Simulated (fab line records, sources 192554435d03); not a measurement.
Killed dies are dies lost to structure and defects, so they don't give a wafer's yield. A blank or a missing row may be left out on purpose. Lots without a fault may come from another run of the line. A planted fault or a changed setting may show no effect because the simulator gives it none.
Which tool did it? | flow n5_finfet | 12 lots, 36 wafers sampled, at 2 steps of a route of 1938

WHAT THE GAUGES READ, wafer by wafer
N5_GATE_CUT_CD_MEAS_13: target cd 20 nm.
lot  | measured     | on        | cd_nm (nm)
L075 | day 5 00:44  | cd_sem-01 | 19.7 19.7 19.7
L077 | day 5 09:29  | cd_sem-02 | 20.1 19.4 20.2
L079 | day 5 17:47  | cd_sem-02 | 19.6 19.8 20.2
L081 | day 6 04:28  | cd_sem-02 | 19.9 19.8 20.0
L083 | day 6 16:23  | cd_sem-01 | 20.0 19.8 19.8
L085 | day 7 09:17  | cd_sem-03 | 20.4 20.8 20.7
L087 | day 7 20:05  | cd_sem-01 | 20.3 20.1 20.1
L089 | day 8 08:08  | cd_sem-02 | 20.1 19.7 20.0
L091 | day 8 16:30  | cd_sem-02 | 19.9 19.4 19.8
L093 | day 9 06:42  | cd_sem-01 | 20.2 20.1 19.9
L095 | day 9 18:46  | cd_sem-01 | 19.7 19.5 20.0
L097 | day 10 07:00 | cd_sem-01 | 20.5 20.3 20.0

WHICH TOOL RAN EACH LOT (tool, then ch and the chambers of the sampled wafers, then the start)
lot  | N5_HKMG_FIN_ETCH_67
L075 | rie_diel-03 ch 1,2, day 4 17:05
L077 | rie_diel-01 ch 0,2,3, day 5 03:55
L079 | rie_diel-04 ch 0,1,2, day 5 10:44
L081 | rie_diel-01 ch 2,3, day 5 22:54
L083 | rie_diel-01 ch 0,1,2, day 6 10:41
L085 | rie_diel-04 ch 0,1, day 7 03:30
L087 | rie_diel-03 ch 1,3, day 7 14:16
L089 | rie_diel-04 ch 0,2,3, day 8 02:16
L091 | rie_diel-01 ch 0,1,3, day 8 10:49
L093 | rie_diel-03 ch 0,2,3, day 9 00:59
L095 | rie_diel-01 ch 1,3, day 9 13:10
L097 | rie_diel-01 ch 1,2,3, day 10 01:08
- N5_HKMG_FIN_ETCH_67: etches SOC in N2/H2, stops on TiN, target depth 388.9 nm.

THE ANSWER, worked out from the rows above alone
Rule: what is usual is taken from the lots themselves. Put in order of their means at a reading, lots are off if they are a third of the lots or fewer, leave a main group of 4 or more, and stand apart from it by a gap of 3 or more times the standard deviation of the main group's means; of several such gaps the widest counts. A main group whose means are all the same, to the digits that the tables above print for the reading, isn't used. A lot without any number at a reading at which 4 lots or more have one is off too. The other lots that the step has rows for count as sound.
No lot is off at any reading shown: from this, nothing can be told.

WHAT THE SIMULATOR HAD PUT IN
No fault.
